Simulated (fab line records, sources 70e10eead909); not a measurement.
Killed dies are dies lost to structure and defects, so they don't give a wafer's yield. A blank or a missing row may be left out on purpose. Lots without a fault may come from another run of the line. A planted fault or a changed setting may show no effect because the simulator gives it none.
Which tool did it? | flow nand_harc | 22 lots, 66 wafers sampled, at 6 steps of a route of 1302

WHAT THE GAUGES READ, wafer by wafer
The record holds no reading of a measuring or inspecting step that can be judged against a usual standard deviation.

WHICH TOOL RAN EACH LOT (tool, then ch and the chambers of the sampled wafers, then the start)
lot  | NHARC_A_STAIRCASE_STRIP_254          | NHARC_A_STAIRCASE_HM_DEP_456  | NHARC_A_STAIRCASE_DESCUM_270       | NHARC_A_STAIRCASE_ETCH_451                    | NHARC_A_STAIRCASE_ETCH_453                    | NHARC_A_STAIRCASE_ALD_415
L075 | plasma_asher-02 ch 0,1, day 16 07:04 | acl_dep-02 ch 0, day 16 10:38 | rie_diel-05 ch 1,3, day 16 13:28   | rie_diel-05 ch 1,2,3, day 17 08:43 or earlier | rie_diel-08 ch 0,2, day 17 08:43 or earlier   | ald_hk-04 ch 1,2, day 17 08:43
L074 | plasma_asher-01 ch 0,1, day 16 08:12 | acl_dep-03 ch 0, day 16 11:56 | rie_diel-13 ch 0,2,3, day 16 14:14 | rie_diel-13 ch 0,1,2, day 17 13:20 or earlier | rie_diel-13 ch 0,1,2, day 17 13:20 or earlier | ald_hk-02 ch 1,3, day 17 13:20
L076 | plasma_asher-02 ch 0,1, day 17 04:02 | acl_dep-01 ch 0, day 17 07:13 | rie_diel-13 ch 1,2,3, day 17 09:27 | rie_diel-13 ch 0,1,2, day 17 23:24 or earlier | rie_diel-13 ch 0,2, day 17 23:24 or earlier   | ald_hk-02 ch 0,1, day 17 23:24
L078 | plasma_asher-01 ch 0,1, day 17 04:16 | acl_dep-02 ch 0, day 17 07:48 | rie_diel-05 ch 0,1, day 17 10:46   | rie_diel-05 ch 0,3, day 18 00:26 or earlier   | rie_diel-08 ch 1,2, day 18 00:26 or earlier   | ald_hk-04 ch 0,2, day 18 00:26
L079 | plasma_asher-02 ch 0, day 18 09:36   | acl_dep-03 ch 0, day 18 11:00 | rie_diel-08 ch 1,2,3, day 18 13:32 | rie_diel-08 ch 1,2, day 19 08:06 or earlier   | rie_diel-05 ch 1,2,3, day 19 08:06 or earlier | ald_hk-03 ch 0,2,3, day 19 08:06
L081 | plasma_asher-01 ch 0,1, day 18 10:05 | acl_dep-01 ch 0, day 18 12:05 | rie_diel-13 ch 0,1,2, day 18 14:55 | rie_diel-13 ch 1,2,3, day 19 08:57 or earlier | rie_diel-13 ch 0,1,3, day 19 08:57 or earlier | ald_hk-02 ch 0,2,3, day 19 08:57
L080 | plasma_asher-02 ch 0,1, day 18 10:26 | acl_dep-03 ch 0, day 18 12:50 | rie_diel-13 ch 0,1,3, day 18 15:20 | rie_diel-13 ch 0,2, day 19 10:22 or earlier   | rie_diel-05 ch 0,1,3, day 19 10:22 or earlier | ald_hk-03 ch 0,1,2, day 19 10:22
L082 | plasma_asher-02 ch 0, day 19 10:10   | acl_dep-01 ch 0, day 19 11:38 | rie_diel-08 ch 0,2, day 19 14:30   | rie_diel-08 ch 0,1, day 20 07:45 or earlier   | rie_diel-08 ch 0,1, day 20 07:45 or earlier   | ald_hk-02 ch 1,3, day 20 07:45
L083 | plasma_asher-02 ch 0,1, day 19 14:59 | acl_dep-02 ch 0, day 19 15:49 | rie_diel-13 ch 0,1,2, day 19 19:27 | rie_diel-13 ch 0,1,3, day 20 08:52 or earlier | rie_diel-13 ch 2,3, day 20 08:52 or earlier   | ald_hk-03 ch 0,1,2, day 20 08:52
L085 | plasma_asher-02 ch 0,1, day 21 00:34 | acl_dep-01 ch 0, day 21 01:23 | rie_diel-05 ch 2,3, day 21 04:07   | rie_diel-05 ch 0,1,3, day 21 17:22 or earlier | rie_diel-08 ch 0,1,2, day 21 17:22 or earlier | ald_hk-04 ch 1,2,3, day 21 17:22
L084 | plasma_asher-01 ch 0,1, day 21 04:17 | acl_dep-02 ch 0, day 21 05:07 | rie_diel-13 ch 0,2,3, day 21 07:57 | rie_diel-13 ch 0,1,2, day 22 00:35 or earlier | rie_diel-08 ch 0,1,2, day 22 00:35 or earlier | ald_hk-02 ch 0,1,3, day 22 00:35
L086 | plasma_asher-02 ch 0, day 21 07:49   | acl_dep-02 ch 0, day 21 09:17 | rie_diel-13 ch 1,2, day 21 11:49   | rie_diel-13 ch 2,3, day 22 07:58 or earlier   | rie_diel-05 ch 1,2, day 22 07:58 or earlier   | ald_hk-02 ch 0,2,3, day 22 07:58
L087 | plasma_asher-02 ch 0,1, day 22 03:59 | acl_dep-03 ch 0, day 22 07:46 | rie_diel-05 ch 0,2,3, day 22 10:15 | rie_diel-05 ch 0,1, day 23 01:49 or earlier   | rie_diel-08 ch 1,2,3, day 23 01:49 or earlier | ald_hk-03 ch 0,1,3, day 23 01:49
L088 | plasma_asher-02 ch 0,1, day 22 04:36 | acl_dep-01 ch 0, day 22 08:05 | rie_diel-13 ch 1,2,3, day 22 10:46 | rie_diel-13 ch 0,2, day 23 04:53 or earlier   | rie_diel-05 ch 0,1,3, day 23 04:53 or earlier | ald_hk-03 ch 0,1, day 23 04:53
L089 | plasma_asher-02 ch 0,1, day 22 18:17 | acl_dep-01 ch 0, day 22 19:06 | rie_diel-08 ch 0,1,3, day 22 21:49 | rie_diel-08 ch 0,1,2, day 23 13:43 or earlier | rie_diel-13 ch 0,1,2, day 23 13:43 or earlier | ald_hk-04 ch 0,1,3, day 23 13:43
L090 | plasma_asher-02 ch 0,1, day 22 18:51 | acl_dep-02 ch 0, day 22 21:10 | rie_diel-05 ch 0,3, day 22 23:28   | rie_diel-05 ch 0,2,3, day 23 16:01 or earlier | rie_diel-08 ch 0,1, day 23 16:01 or earlier   | ald_hk-02 ch 0,2,3, day 23 16:01
L092 | plasma_asher-01 ch 0,1, day 24 05:08 | acl_dep-03 ch 0, day 24 06:43 | rie_diel-08 ch 0,1,3, day 24 09:32 | rie_diel-08 ch 1,2,3, day 24 23:22 or earlier | rie_diel-08 ch 1,2,3, day 24 23:22 or earlier | ald_hk-02 ch 1,2,3, day 24 23:22
L093 | plasma_asher-01 ch 0,1, day 24 14:23 | acl_dep-03 ch 0, day 24 16:55 | rie_diel-05 ch 2,3, day 24 19:33   | rie_diel-05 ch 0,1,3, day 25 09:26 or earlier | rie_diel-08 ch 1,2, day 25 09:26 or earlier   | ald_hk-02 ch 0,2,3, day 25 09:26
L095 | plasma_asher-02 ch 0, day 25 04:22   | acl_dep-03 ch 0, day 25 05:13 | rie_diel-13 ch 0,1,2, day 25 08:04 | rie_diel-13 ch 1,2,3, day 26 00:10 or earlier | rie_diel-08 ch 0,2,3, day 26 00:10 or earlier | ald_hk-02 ch 1,3, day 26 00:10
L094 | plasma_asher-02 ch 0,1, day 25 05:13 | acl_dep-01 ch 0, day 25 06:13 | rie_diel-08 ch 0,2,3, day 25 09:04 | rie_diel-08 ch 0,1,3, day 26 04:47 or earlier | rie_diel-13 ch 0,2,3, day 26 04:47 or earlier | ald_hk-03 ch 0,2,3, day 26 04:47
L096 | plasma_asher-02 ch 0,1, day 25 10:46 | acl_dep-01 ch 0, day 25 11:35 | rie_diel-08 ch 0,2,3, day 25 14:49 | rie_diel-08 ch 0,1,2, day 26 06:52 or earlier | rie_diel-13 ch 0,1,2, day 26 06:52 or earlier | ald_hk-02 ch 1,2,3, day 26 06:52
L097 | plasma_asher-02 ch 0,1, day 26 01:26 | acl_dep-01 ch 0, day 26 05:31 | rie_diel-13 ch 0,1, day 26 07:45   | rie_diel-13 ch 1,2, day 26 22:56 or earlier   | rie_diel-13 ch 2,3, day 26 22:56 or earlier   | ald_hk-02 ch 0,2,3, day 26 22:56
- NHARC_A_STAIRCASE_STRIP_254: strips in O2.
- NHARC_A_STAIRCASE_HM_DEP_456: deposits aC, target thk 3100 nm.
- NHARC_A_STAIRCASE_DESCUM_270: chemistry O2, time 3 s.
- NHARC_A_STAIRCASE_ETCH_451: etches the open film in CF4/O2, target depth 30 nm, overetch 3 nm, time 16.5 s.
- NHARC_A_STAIRCASE_ETCH_453: etches the open film in CF4/O2, target depth 30 nm, overetch 3 nm, time 16.5 s.
- NHARC_A_STAIRCASE_ALD_415: deposits SiO2, target thk 30 nm, pulse time 6 s, ald cycles 300.

WHAT THE TOOLS THEMSELVES READ (means of the sampled wafers that have a number; where no wafer has one, the mark that the record gives instead)
NHARC_A_STAIRCASE_STRIP_254. Usual: drypump_motor_current_A 5.9 A, standard deviation 0.34; heater_power_w 330 W, standard deviation 28.
lot  | tool            | drypump_motor_current_A (A) | heater_power_w (W) | flag
L075 | plasma_asher-02 | 5.8                         | 328                |
L074 | plasma_asher-01 | 6.2                         | 297                |
L076 | plasma_asher-02 | 5.8                         | 333                |
L078 | plasma_asher-01 | 6.2                         | 295                |
L079 | plasma_asher-02 | 5.7                         | 339                |
L081 | plasma_asher-01 | 6.2                         | 301                |
L080 | plasma_asher-02 | 6.0                         | 319                |
L082 | plasma_asher-02 | 5.7                         | 367                |
L083 | plasma_asher-02 | 6.0                         | 335                |
L085 | plasma_asher-02 | 6.0                         | 338                |
L084 | plasma_asher-01 | 6.2                         | 300                |
L086 | plasma_asher-02 | 5.7                         | 366                |
L087 | plasma_asher-02 | 5.8                         | 349                |
L088 | plasma_asher-02 | 5.8                         | 346                |
L089 | plasma_asher-02 | 5.8                         | 361                |
L090 | plasma_asher-02 | 6.0                         | 337                |
L092 | plasma_asher-01 | 6.2                         | 305                |
L093 | plasma_asher-01 | 5.9                         | 319                |
L095 | plasma_asher-02 | 5.7                         | 365                |
L094 | plasma_asher-02 | 6.0                         | 337                |
L096 | plasma_asher-02 | 6.0                         | 335                |
L097 | plasma_asher-02 | 6.0                         | 337                |

NHARC_A_STAIRCASE_HM_DEP_456. Usual: throttle_valve_pct 34.999 %, standard deviation 0.0089.
lot  | tool       | throttle_valve_pct (%) | flag
L075 | acl_dep-02 | 34.990                 |
L074 | acl_dep-03 | 35.000                 |
L076 | acl_dep-01 | 35.005                 |
L078 | acl_dep-02 | 35.003                 |
L079 | acl_dep-03 | 35.001                 |
L081 | acl_dep-01 | 35.004                 |
L080 | acl_dep-03 | 34.996                 |
L082 | acl_dep-01 | 35.006                 |
L083 | acl_dep-02 | 34.999                 |
L085 | acl_dep-01 | 35.011                 |
L084 | acl_dep-02 | 34.995                 |
L086 | acl_dep-02 | 35.000                 |
L087 | acl_dep-03 | 34.996                 |
L088 | acl_dep-01 | 35.006                 |
L089 | acl_dep-01 | 34.998                 |
L090 | acl_dep-02 | 35.010                 |
L092 | acl_dep-03 | 34.992                 |
L093 | acl_dep-03 | 34.996                 |
L095 | acl_dep-03 | 34.991                 |
L094 | acl_dep-01 | 35.001                 |
L096 | acl_dep-01 | 35.006                 |
L097 | acl_dep-01 | 34.998                 |

NHARC_A_STAIRCASE_DESCUM_270. Usual: drypump_motor_current_A 5.9 A, standard deviation 0.36; mfc_ar_sccm 0.011 sccm, standard deviation 0.012; oes_product_au 1.003 a.u., standard deviation 0.0098; rf_vpp_V 57.7 V, standard deviation 0.93; showerhead_plenum_p_Torr 1.94 Torr, standard deviation 0.11; throttle_valve_pct 11.312 %, standard deviation 0.0095.
lot  | tool        | drypump_motor_current_A (A) | mfc_ar_sccm (sccm) | oes_product_au (a.u.) | rf_vpp_V (V) | showerhead_plenum_p_Torr (Torr) | throttle_valve_pct (%) | flag
L075 | rie_diel-05 | 6.1                         | 0.019              | 1.001                 | 58.1         | 1.95                            | 11.313                 |
L074 | rie_diel-13 | 5.7                         | 0.002              | 0.996                 | 56.9         | 1.89                            | 11.317                 |
L076 | rie_diel-13 | 6.1                         | 0.009              | 1.006                 | 57.6         | 1.96                            | 11.309                 |
L078 | rie_diel-05 | 6.0                         | 0.000              | 1.003                 | 57.9         | 1.96                            | 11.314                 |
L079 | rie_diel-08 | 5.8                         | 0.006              | 1.004                 | 57.6         | 2.01                            | 11.306                 |
L081 | rie_diel-13 | 6.0                         | 0.009              | 1.007                 | 58.1         | 1.96                            | 11.311                 |
L080 | rie_diel-13 | 6.0                         | 0.007              | 1.005                 | 57.2         | 1.87                            | 11.315                 |
L082 | rie_diel-08 | 5.9                         | 0.022              | 0.997                 | 57.8         | 1.94                            | 11.314                 |
L083 | rie_diel-13 | 6.0                         | 0.009              | 1.008                 | 58.0         | 1.96                            | 11.317                 |
L085 | rie_diel-05 | 5.8                         | 0.030              | 0.997                 | 57.5         | 1.87                            | 11.315                 |
L084 | rie_diel-13 | 5.7                         | 0.002              | 1.004                 | 57.3         | 1.87                            | 11.309                 |
L086 | rie_diel-13 | 6.0                         | 0.011              | 1.002                 | 58.4         | 2.03                            | 11.316                 |
L087 | rie_diel-05 | 5.8                         | 0.020              | 1.008                 | 57.8         | 1.93                            | 11.308                 |
L088 | rie_diel-13 | 6.1                         | 0.009              | 1.007                 | 58.0         | 1.95                            | 11.314                 |
L089 | rie_diel-08 | 5.8                         | 0.008              | 1.000                 | 58.1         | 1.94                            | 11.316                 |
L090 | rie_diel-05 | 5.9                         | 0.019              | 0.990                 | 57.3         | 1.94                            | 11.315                 |
L092 | rie_diel-08 | 5.8                         | 0.008              | 1.007                 | 58.5         | 1.93                            | 11.305                 |
L093 | rie_diel-05 | 5.9                         | 0.030              | 1.010                 | 57.2         | 1.87                            | 11.316                 |
L095 | rie_diel-13 | 6.0                         | 0.009              | 1.000                 | 57.9         | 1.95                            | 11.300                 |
L094 | rie_diel-08 | 5.6                         | 0.014              | 1.011                 | 58.0         | 1.94                            | 11.310                 |
L096 | rie_diel-08 | 5.7                         | 0.014              | 1.000                 | 57.5         | 1.94                            | 11.310                 |
L097 | rie_diel-13 | 6.3                         | 0.013              | 1.004                 | 58.0         | 1.93                            | 11.305                 |

NHARC_A_STAIRCASE_ETCH_451. Usual: bias_w 100.02 W, standard deviation 0.28; drypump_motor_current_A 5.9 A, standard deviation 0.36; mfc_ar_sccm 0.010 sccm, standard deviation 0.012; oes_product_au 1.003 a.u., standard deviation 0.011; rf_vpp_V 198.3 V, standard deviation 1.8; showerhead_plenum_p_Torr 1.36 Torr, standard deviation 0.075; throttle_valve_pct 13.397 %, standard deviation 0.01.
lot  | tool        | bias_w (W) | drypump_motor_current_A (A) | mfc_ar_sccm (sccm) | oes_product_au (a.u.) | rf_vpp_V (V) | showerhead_plenum_p_Torr (Torr) | throttle_valve_pct (%) | flag
L075 | rie_diel-05 | 100.18     | 6.0                         | 0.020              | 1.001                 | 198.1        | 1.35                            | 13.397                 |
L074 | rie_diel-13 | 99.97      | 6.0                         | 0.009              | 1.004                 | 198.4        | 1.37                            | 13.403                 |
L076 | rie_diel-13 | 100.18     | 6.0                         | 0.009              | 1.000                 | 197.7        | 1.37                            | 13.392                 |
L078 | rie_diel-05 | 100.20     | 5.9                         | 0.019              | 1.016                 | 196.6        | 1.29                            | 13.397                 |
L079 | rie_diel-08 | 100.03     | 6.2                         | 0.006              | 1.003                 | 199.7        | 1.43                            | 13.393                 |
L081 | rie_diel-13 | 99.95      | 6.1                         | 0.009              | 1.005                 | 198.7        | 1.36                            | 13.397                 |
L080 | rie_diel-13 | 100.23     | 5.6                         | 0.002              | 1.003                 | 198.1        | 1.32                            | 13.401                 |
L082 | rie_diel-08 | 100.09     | 6.0                         | 0.017              | 1.012                 | 197.9        | 1.35                            | 13.405                 |
L083 | rie_diel-13 | 100.24     | 6.0                         | 0.007              | 0.999                 | 197.3        | 1.31                            | 13.396                 |
L085 | rie_diel-05 | 99.94      | 5.9                         | 0.010              | 0.990                 | 199.6        | 1.40                            | 13.399                 |
L084 | rie_diel-13 | 99.86      | 6.0                         | 0.009              | 1.002                 | 198.6        | 1.36                            | 13.402                 |
L086 | rie_diel-13 | 99.98      | 5.8                         | 0.002              | 1.003                 | 196.6        | 1.30                            | 13.391                 |
L087 | rie_diel-05 | 100.19     | 6.0                         | 0.000              | 0.991                 | 198.6        | 1.43                            | 13.396                 |
L088 | rie_diel-13 | 99.97      | 5.7                         | 0.005              | 1.005                 | 198.2        | 1.36                            | 13.392                 |
L089 | rie_diel-08 | 99.92      | 6.1                         | 0.014              | 0.997                 | 198.6        | 1.39                            | 13.406                 |
L090 | rie_diel-05 | 100.01     | 5.8                         | 0.020              | 1.015                 | 198.8        | 1.35                            | 13.390                 |
L092 | rie_diel-08 | 99.89      | 5.8                         | 0.006              | 1.010                 | 199.6        | 1.39                            | 13.393                 |
L093 | rie_diel-05 | 99.84      | 5.9                         | 0.010              | 0.996                 | 198.8        | 1.39                            | 13.394                 |
L095 | rie_diel-13 | 99.89      | 6.1                         | 0.009              | 0.993                 | 197.1        | 1.36                            | 13.402                 |
L094 | rie_diel-08 | 100.28     | 5.8                         | 0.008              | 1.002                 | 198.3        | 1.35                            | 13.410                 |
L096 | rie_diel-08 | 99.92      | 6.1                         | 0.014              | 1.006                 | 198.3        | 1.38                            | 13.405                 |
L097 | rie_diel-13 | 100.21     | 6.3                         | 0.016              | 1.007                 | 199.6        | 1.40                            | 13.391                 |

NHARC_A_STAIRCASE_ETCH_453. Usual: bias_w 100.0 W, standard deviation 0.33; drypump_motor_current_A 5.9 A, standard deviation 0.36; mfc_ar_sccm 0.010 sccm, standard deviation 0.011; oes_product_au 1.002 a.u., standard deviation 0.0095; rf_vpp_V 198.3 V, standard deviation 1.7; showerhead_plenum_p_Torr 1.36 Torr, standard deviation 0.073; throttle_valve_pct 13.398 %, standard deviation 0.0096.
lot  | tool        | bias_w (W) | drypump_motor_current_A (A) | mfc_ar_sccm (sccm) | oes_product_au (a.u.) | rf_vpp_V (V) | showerhead_plenum_p_Torr (Torr) | throttle_valve_pct (%) | flag
L075 | rie_diel-08 | 99.9       | 5.9                         | 0.022              | 1.004                 | 197.2        | 1.35                            | 13.400                 |
L074 | rie_diel-13 | 100.1      | 6.0                         | 0.009              | 1.008                 | 199.0        | 1.37                            | 13.404                 |
L076 | rie_diel-13 | 99.8       | 5.6                         | 0.002              | 1.001                 | 197.5        | 1.32                            | 13.396                 |
L078 | rie_diel-08 | 100.3      | 6.0                         | 0.011              | 1.001                 | 200.1        | 1.44                            | 13.386                 |
L079 | rie_diel-05 | 99.9       | 6.0                         | 0.020              | 0.996                 | 199.1        | 1.35                            | 13.398                 |
L081 | rie_diel-13 | 100.0      | 6.0                         | 0.007              | 1.009                 | 196.7        | 1.31                            | 13.404                 |
L080 | rie_diel-05 | 99.9       | 5.9                         | 0.010              | 1.007                 | 199.5        | 1.40                            | 13.400                 |
L082 | rie_diel-08 | 99.7       | 6.0                         | 0.017              | 1.002                 | 198.9        | 1.35                            | 13.400                 |
L083 | rie_diel-13 | 100.1      | 5.8                         | 0.002              | 0.994                 | 197.5        | 1.31                            | 13.406                 |
L085 | rie_diel-08 | 99.8       | 6.1                         | 0.014              | 1.003                 | 198.8        | 1.39                            | 13.398                 |
L084 | rie_diel-08 | 100.0      | 6.1                         | 0.014              | 1.003                 | 199.2        | 1.39                            | 13.399                 |
L086 | rie_diel-05 | 100.2      | 5.9                         | 0.021              | 0.996                 | 198.2        | 1.34                            | 13.392                 |
L087 | rie_diel-08 | 99.7       | 5.8                         | 0.006              | 1.003                 | 198.8        | 1.40                            | 13.405                 |
L088 | rie_diel-05 | 100.0      | 5.9                         | 0.010              | 1.000                 | 198.6        | 1.39                            | 13.391                 |
L089 | rie_diel-13 | 99.8       | 6.0                         | 0.009              | 0.996                 | 198.4        | 1.36                            | 13.410                 |
L090 | rie_diel-08 | 99.8       | 6.0                         | 0.017              | 0.994                 | 197.8        | 1.34                            | 13.402                 |
L092 | rie_diel-08 | 99.8       | 5.8                         | 0.006              | 1.006                 | 198.8        | 1.39                            | 13.396                 |
L093 | rie_diel-08 | 99.6       | 6.2                         | 0.006              | 1.004                 | 199.7        | 1.42                            | 13.391                 |
L095 | rie_diel-08 | 99.9       | 5.7                         | 0.014              | 1.003                 | 198.3        | 1.35                            | 13.402                 |
L094 | rie_diel-13 | 100.3      | 5.7                         | 0.002              | 0.986                 | 197.5        | 1.30                            | 13.400                 |
L096 | rie_diel-13 | 100.0      | 6.0                         | 0.009              | 0.992                 | 198.4        | 1.35                            | 13.398                 |
L097 | rie_diel-13 | 100.1      | 5.8                         | 0.002              | 0.998                 | 197.1        | 1.29                            | 13.393                 |

NHARC_A_STAIRCASE_ALD_415. Usual: heater_power_w 463 W, standard deviation 30; precursor_pulse_height_rel 0.999, standard deviation 0.02.
lot  | tool      | heater_power_w (W) | precursor_pulse_height_rel | flag
L075 | ald_hk-04 | 474                | 1.000                      |
L074 | ald_hk-02 | 423                | 1.025                      |
L076 | ald_hk-02 | 449                | 1.017                      |
L078 | ald_hk-04 | 484                | 0.985                      |
L079 | ald_hk-03 | 444                | 0.998                      |
L081 | ald_hk-02 | 482                | 0.976                      |
L080 | ald_hk-03 | 469                | 0.972                      |
L082 | ald_hk-02 | 437                | 0.996                      |
L083 | ald_hk-03 | 464                | 0.996                      |
L085 | ald_hk-04 | 481                | 1.013                      |
L084 | ald_hk-02 | 459                | 1.006                      |
L086 | ald_hk-02 | 476                | 1.008                      |
L087 | ald_hk-03 | 472                | 0.989                      |
L088 | ald_hk-03 | 489                | 1.004                      |
L089 | ald_hk-04 | 471                | 1.008                      |
L090 | ald_hk-02 | 466                | 0.986                      |
L092 | ald_hk-02 | 449                | 1.003                      |
L093 | ald_hk-02 | 466                | 0.993                      |
L095 | ald_hk-02 | 429                | 0.981                      |
L094 | ald_hk-03 | 453                | 0.988                      |
L096 | ald_hk-02 | 445                | 0.978                      |
L097 | ald_hk-02 | 468                | 1.005                      |

THE ANSWER, worked out from the rows above alone
Rule: a lot is off if the mean of its wafers that have a number lies more than 3 standard deviations from the usual mean. A lot without any number at a reading at which 4 lots or more have one is off too. The other lots that the step has rows for count as sound. The gauges are gone through in route order, then the tools' own readings, and for those a lot's mean is taken as printed above. The first step at which some lot is off is used, and at that step the reading that is off furthest; a lot without a number counts as furthest.
No lot is off at any reading shown: from this, nothing can be told.

WHAT THE SIMULATOR HAD PUT IN
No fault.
